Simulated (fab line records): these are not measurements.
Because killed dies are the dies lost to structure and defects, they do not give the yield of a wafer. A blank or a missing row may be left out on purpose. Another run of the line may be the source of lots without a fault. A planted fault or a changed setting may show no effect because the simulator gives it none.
Chamber matching | flow nandHarc | NHARC_P_STI_ETCH_42 on rieDiel-06 has 4 sister chambers
The step etches the open film in N2/H2, target depth 80 nm, overetch 24 nm, time 61 s. 8 wafers are shown with their chamber, then 9 later ones without.

== EACH WAFER AND ITS CHAMBER ==
wafer  | chamber | showerheadPlenumPTorr (Torr) | drypumpMotorCurrentA (A)
L971.2 | 2       | 2.10                         | 5.80
L984.5 | 0       | 1.96                         | 5.51
L987.2 | 1       | 2.18                         | 5.81
L987.4 | 2       | 2.09                         | 5.77
L987.5 | 1       | 2.18                         | 5.86
L989.1 | 3       | 2.01                         | 5.41
L989.4 | 0       | 1.96                         | 5.52
L989.6 | 3       | 2.01                         | 5.41

== WAFERS WITH NO CHAMBER GIVEN ==
wafer  | showerheadPlenumPTorr (Torr) | drypumpMotorCurrentA (A)
L990.1 | 2.09                         | 5.79
L990.3 | 2.01                         | 5.41
L990.6 | 1.96                         | 5.53
L991.1 | 2.09                         | 5.81
L991.4 | 2.18                         | 5.80
L991.6 | 2.09                         | 5.80
L992.2 | 2.18                         | 5.84
L992.3 | 1.96                         | 5.51
L992.5 | 1.96                         | 5.51

== EACH ONE'S CHAMBER ==
wafer  | from the rows above | in truth
L990.1 | 2                   | 2
L990.3 | 3                   | 3
L990.6 | 0                   | 0
L991.1 | 2                   | 2
L991.4 | 1                   | 1
L991.6 | 2                   | 2
L992.2 | 1                   | 1
L992.3 | 0                   | 0
L992.5 | 0                   | 0
9 of 9 placed correctly. Left unplaced by these rows: 0. Number placed wrongly: 0.
How it was worked out, from the rows above alone: a wafer's distance from a chamber is the root of the sum, over the readings, of the square of ((its reading less the chamber's mean) divided by the reading's scatter). If the next closest chamber is less than 2 further off than the closest, the wafer can't be placed; otherwise it belongs to the closest. Each chamber's mean is taken over the wafers shown for it. The scatter: the root of (the sum of the squares of (reading less its chamber's mean) over the shown wafers, divided by (wafers less chambers)).
